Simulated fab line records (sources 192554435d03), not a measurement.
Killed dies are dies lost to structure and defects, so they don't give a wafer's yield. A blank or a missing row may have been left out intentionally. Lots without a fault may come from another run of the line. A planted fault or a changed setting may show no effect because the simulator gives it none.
Split-lot experiment    flow n5-finfet    route with 1938 steps; 7 lots, 21 wafers read

THE SPLIT
At N5_WELL_APT_EXPOSE_05 (exposes mask NWELL, defocus 0 nm, target cd 200 nm), the setting dose-mj was moved away from the recipe's 20.3 on 6 of the 21 wafers read, by -4.3% to +6.3%. All remaining wafers had this setting at the recipe value.

FROM THE SPLIT TO THE READING: what the file shows between them, 3 steps
- N5_WELL_APT_PEB_06: peb time 90 s
- N5_WELL_APT_DEVELOP_07: develop time 45 s
- N5_WELL_APT_HARDBAKE_12: time 120 s

THE READING
cd-nm, in nm, at N5_WELL_APT_CD_MEAS_08 (target cd 200 nm). A value of 200.1 nm with a standard deviation of 1.6 nm is what fault-free wafers of this fab line usually give.

wafer   tool, chamber at the split  dose-mj as run  against the recipe  cd-nm, nm  against lot-mates on the recipe
L081.1  krf-scanner-02, 0           20.3            recipe              200.4      -
L081.2  krf-scanner-02, 0           21.45           +5.7%               207.3      +6.4
L081.3  krf-scanner-02, 0           20.3            recipe              201.4      -
L083.2  krf-scanner-02, 0           19.43           -4.3%               197.3      -4.0
L083.3  krf-scanner-02, 0           19.43           -4.3%               194.7      -6.6
L083.4  krf-scanner-02, 0           20.3            recipe              201.3      -
L087.1  krf-scanner-01, 0           20.3            recipe              199.6      -
L087.2  krf-scanner-01, 0           20.3            recipe              197.3      -
L087.4  krf-scanner-01, 0           20.3            recipe              197.8      -
L091.1  krf-scanner-02, 0           20.3            recipe              198.5      -
L091.2  krf-scanner-02, 0           20.3            recipe              198.2      -
L091.5  krf-scanner-02, 0           20.3            recipe              201.6      -
L093.2  krf-scanner-02, 0           20.3            recipe              201.2      -
L093.3  krf-scanner-02, 0           20.3            recipe              198.3      -
L093.4  krf-scanner-02, 0           20.3            recipe              200.1      -
L094.1  krf-scanner-02, 0           20.89           +2.9%               204.9      +5.0
L094.2  krf-scanner-02, 0           20.3            recipe              199.9      -
L094.4  krf-scanner-02, 0           20.89           +2.9%               205.0      +5.1
L096.1  krf-scanner-01, 0           20.3            recipe              201.8      -
L096.2  krf-scanner-01, 0           21.58           +6.3%               210.5      +9.5
L096.3  krf-scanner-01, 0           20.3            recipe              200.2      -

FIT RESULTS
A straight line over all 21 wafers: cd-nm changes by +1.34 nm for each +1% of dose-mj; r = +0.91; the points scatter about the line by 1.6 nm.
The same after taking each lot's own level away (the mean of its wafers on the recipe; 21 wafers): +1.35 nm for each +1%; r = +0.95; scatter 1.1 nm.
On that fit, the largest move of dose-mj shifts the reading by 8.5 nm.
Across the lots, their own levels run from 198.23 to 201.30 nm, a range of 1.9 times the standard deviation given above.
So the lot-to-lot level changes the slope little: the two slopes agree.
Check: with one of the wafers moved furthest among these (+6.3%) left out of the fit, the line predicts +8.25 nm for it against its lot-mates. Against them it came out at +9.5 nm.

THE OTHER SPLITS THESE WAFERS WENT THROUGH
Note: prior to the reading, these wafers also went through further splits. Each is held against what the fit with the lots' levels taken away leaves over:
other split on the same wafers  wafers away from the commonest value  r with cd-nm (lot level and that fit taken away)
N5_WELL_APT_COAT_02 spin-rpm    3                                     +0.33

THE WHOLE CHAIN: every reading that the file lists as answering this split, in the file's order
step                    what it does              reading                                                          change (the file's fit)               r (the file's)
N5_WELL_APT_CD_MEAS_08  target cd 200 nm          cd-nm                                                            +1.36 nm for each +1% of the setting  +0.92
N5_WELL_APT_DESCUM_13   chemistry O2, time 7.9 s  WELL_APT.cd-nm (the simulator's own value, which no gauge read)  +1.37 nm for each +1% of the setting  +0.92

FILE'S OWN FIT
cd-nm changes by +1.36 nm for each +1% of dose-mj, r = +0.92.
